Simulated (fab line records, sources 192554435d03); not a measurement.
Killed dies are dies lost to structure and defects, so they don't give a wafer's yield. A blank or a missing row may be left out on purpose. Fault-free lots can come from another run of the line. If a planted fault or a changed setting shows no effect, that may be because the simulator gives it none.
Split-lot trial | flow n5_finfet | 21 wafers read from 7 lots, route of 1938 steps

== ON THE SPLIT ==
At N5_BEOL_M2_TRENCH_ETCH_37 (etches SiOC in C4F6/O2, target depth 55.555 nm, time 29.2 s), the setting bias_w was moved away from the recipe's 185 W on 11 of the 21 wafers read, by -16.8% to +10.5%. This setting was run at the recipe's value on the other wafers.

The reading is taken at the split's own step.

== THE READING ==
rf_vpp_V, in V, at N5_BEOL_M2_TRENCH_ETCH_37 (etches SiOC in C4F6/O2, target depth 55.555 nm, time 29.2 s). A value of 671 V with a standard deviation of 13 V is what fault-free wafers of this fab line usually give.

wafer  | tool, chamber at the split | bias_w as run, W | against the recipe | rf_vpp_V, V | against lot-mates on the recipe
L077.2 | rie_diel-06, 2             | 185              | recipe             | 679         | -
L077.4 | rie_diel-06, 3             | 185              | recipe             | 669         | -
L077.6 | rie_diel-06, 2             | 185              | recipe             | 679         | -
L078.3 | rie_diel-02, 1             | 185              | recipe             | 653         | -
L078.5 | rie_diel-02, 0             | 161.7            | -12.6%             | 620         | -33
L078.6 | rie_diel-02, 1             | 161.7            | -12.6%             | 590         | -63
L083.3 | rie_diel-02, 0             | 164.6            | -11.0%             | 631         | -43
L083.4 | rie_diel-02, 2             | 185              | recipe             | 674         | -
L083.5 | rie_diel-02, 1             | 164.6            | -11.0%             | 597         | -77
L085.2 | rie_diel-02, 2             | 204.5            | +10.5%             | 730         | +40
L085.3 | rie_diel-02, 0             | 185              | recipe             | 690         | -
L085.5 | rie_diel-02, 3             | 204.5            | +10.5%             | 715         | +25
L086.3 | rie_diel-02, 1             | 185              | recipe             | 655         | -
L086.4 | rie_diel-02, 3             | 154              | -16.8%             | 571         | -84
L086.6 | rie_diel-02, 3             | 154              | -16.8%             | 570         | -85
L089.3 | rie_diel-02, 0             | 185              | recipe             | 689         | -
L089.5 | rie_diel-02, 3             | 171.7            | -7.2%              | 622         | -67
L089.6 | rie_diel-02, 0             | 185              | recipe             | 689         | -
L097.1 | rie_diel-02, 1             | 185              | recipe             | 654         | -
L097.4 | rie_diel-02, 2             | 155.7            | -15.8%             | 588         | -66
L097.5 | rie_diel-02, 3             | 155.7            | -15.8%             | 575         | -79

FIT RESULTS
A straight line over all 21 wafers: rf_vpp_V changes by +5.56 V for each +1% of bias_w; r = +0.96; the points scatter about the line by 14 V.
The same after taking each lot's own level away (the mean of its wafers on the recipe; 21 wafers): +4.41 V for each +1%; r = +0.95; scatter 13 V.
According to that fit, moving bias_w by its largest amount changes the reading by 74 V.
The span of the lots' own levels, 653.0 to 690.0 V, comes to 2.8 times the standard deviation stated above.
Thus the slope moves with the lot-to-lot level: the two fits are different.
Check: for one of the wafers moved furthest among these (-16.8%), held out of the fit, the line's prediction against its lot-mates is -77.6 V. Against them it came out at -84 V.
Tool readings at the split's step, against how far the setting was moved: rf_vpp_V r = +0.96.

== THESE WAFERS: OTHER SPLITS ==
Other splits were also applied to these wafers ahead of the reading. Each is held against what the fit with the lots' levels taken away leaves over:
other split on the same wafers | wafers away from the commonest value | r with rf_vpp_V (lot level and that fit taken away)
N5_BEOL_M1_COAT_05 spin_rpm    | 7                                    | +0.30
N5_BEOL_M1_COAT_68 spin_rpm    | 11                                   | +0.03
N5_BEOL_M1_COAT_76 spin_rpm    | 7                                    | -0.26

== THE WHOLE CHAIN: every reading that the file lists as answering this split, in the file's order ==
step                      | what it does                                                | reading                                                                   | change (the file's fit)               | r (the file's)
N5_BEOL_M2_TRENCH_ETCH_37 | etches SiOC in C4F6/O2, target depth 55.555 nm, time 29.2 s | rf_vpp_V                                                                  | +4.77 V for each +1% of the setting   | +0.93
N5_BEOL_M2_TRENCH_ETCH_37 | etches SiOC in C4F6/O2, target depth 55.555 nm, time 29.2 s | etch.depth_nm (the simulator's own value, which no gauge read)            | +0.18 nm for each +1% of the setting  | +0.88
N5_BEOL_M2_TRENCH_ETCH_37 | etches SiOC in C4F6/O2, target depth 55.555 nm, time 29.2 s | BEOL_M2.feature_depth_nm (the simulator's own value, which no gauge read) | +0.176 nm for each +1% of the setting | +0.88

== FILE'S OWN FIT ==
rf_vpp_V changes by +4.77 V for each +1% of bias_w, r = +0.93.
